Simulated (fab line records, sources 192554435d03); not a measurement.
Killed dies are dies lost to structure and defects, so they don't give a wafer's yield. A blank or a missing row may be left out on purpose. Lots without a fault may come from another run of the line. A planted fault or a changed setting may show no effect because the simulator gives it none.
A struck lot beside a sound one | flow n5_finfet | 33 steps out of a route of 1938
Sound: wafers L456.2, L456.4, L456.6. Struck: wafers L457.1, L457.2, L457.3. The cause comes at the end.
At each step with rows: each side's tool, then ch and its chambers, then its first start. Under that, the readings that differ: sound wafers | struck wafers | difference of the means | sigmas: that difference in standard deviations of wafers without a fault.
alike: readings whose means differ by less than 2 such deviations, and words and numbers that are the same on both sides. not compared: withheld readings, readings that some wafer has no value for, bounds like >300 that may hide the same value, and numbers for which the record gives no deviation and whose values overlap.
The two part at a step that has a row with sigmas, a row that says differs or no value, or rows on one side only. Numbers that don't overlap but have no deviation are shown without sigmas and don't part them. A reading that every wafer of one side lacks parts them only if that side has two wafers or more.

first, 7 steps without rows for these wafers: N5_SD_ACTIVATION_LSA_01 (time 0.0008 s); N5_ILD0_LINER_00 (material SiNx, target thk 4 nm, pulse time 1 s, purge time 2 s); N5_ILD0_FCVD_FILL_01 (material SiO2 flowable, target thk 200 nm, time 328.3 s); N5_ILD0_CURE_02 (time 1800 s); N5_ILD0_CMP_03 (polishes, stops on SiNx, t overpolish 1.9 s, target thk 197.38 nm); N5_ILD0_CMP_07 (polishes SiO2 flowable, stops on poly-Si, t overpolish 1.18 s, target thk 138.88 nm); N5_ILD0_PRECLEAN_10 (cleans in NF3:NH3, afs cycles 5, time 20 s, sublimation time 60 s).
N5_ILD0_ALD_15: deposits SiNx, target thk 24 nm, pulse time 1 s, ald cycles 480.
  sound on ald_sin-03 ch 0,2, day 4 08:42; struck on ald_sin-03 ch 0,1,3, day 4 18:29
  alike: heater_power_w, precursor_pulse_height_rel
then, 24 steps without rows for these wafers: N5_ILD0_CMP_12 (polishes SiNx, stops on poly-Si, t overpolish 6 s, target thk 17.67 nm); N5_SDB_HM_DEP_00 (deposits SiNx from SiH4/NH3/N2, target thk 40 nm, time 35.3 s); N5_SDB_COAT_03 (time 60 s, resist thk 100 nm); N5_SDB_COAT_04 (time 60 s, resist thk 18 nm); N5_SDB_COAT_05 (resist thk 90 nm); N5_SDB_EBR_07; N5_SDB_SOFTBAKE_06 (time 60 s); N5_SDB_EXPOSE_08 (exposes mask SDB); N5_SDB_PEB_09 (peb time 60 s); N5_SDB_DEVELOP_10 (develop time 30 s); N5_SDB_DESCUM_16 (chemistry O2, time 7.9 s); N5_SDB_ETCH_17 (etches SiARC in CF4, target depth 23.4 nm, time 39 s); N5_SDB_ETCH_18 (etches SOC in N2/H2, target depth 100 nm, overetch 20 nm, time 150 s); N5_SDB_STRIP_19 (strips in N2/H2); N5_SDB_STRIP_21 (strips in CF4); N5_SDB_HM_OPEN_20 (chemistry CH3F/O2, target SiNx, stops on poly-Si, target depth 24 nm); N5_SDB_STRIP_22 (strips in N2/H2); N5_SDB_PRECLEAN_23 (cleans in dHF, time 30 s); N5_SDB_DUMMY_REMOVE_24 (chemistry TMAH, target poly-Si, stops on SiO2, target depth 142 nm, time 57 s, rinse time 30 s); N5_SDB_ETCH_25 (etches SiO2 in C4F6/O2, target depth 10 nm, time 3.3 s); N5_SDB_CUT_ETCH_26 (etches Si in HBr/Cl2/O2, target depth 129.6 nm, bt time 20 s, time 51.8 s); N5_SDB_PRECLEAN_38 (cleans in dHF, time 10 s); N5_SDB_PRECLEAN_39 (cleans in O3/DIW, time 45 s); N5_SDB_SRD_28 (time 30 s).
-- the record jumps here: 9 days lie between the struck wafers' starts before and after (it left off in module SDB and takes up again in module PASSIVATION, whose first step shown is number 1936 of the route) --
N5_PASSIVATION_PROBE_49:
  the record has rows for the struck wafers here (prober-01, day 13 11:35) and none for the sound ones

WHERE THEY PART
Only at N5_PASSIVATION_PROBE_49, within this record.

WHY: what the simulator had put in
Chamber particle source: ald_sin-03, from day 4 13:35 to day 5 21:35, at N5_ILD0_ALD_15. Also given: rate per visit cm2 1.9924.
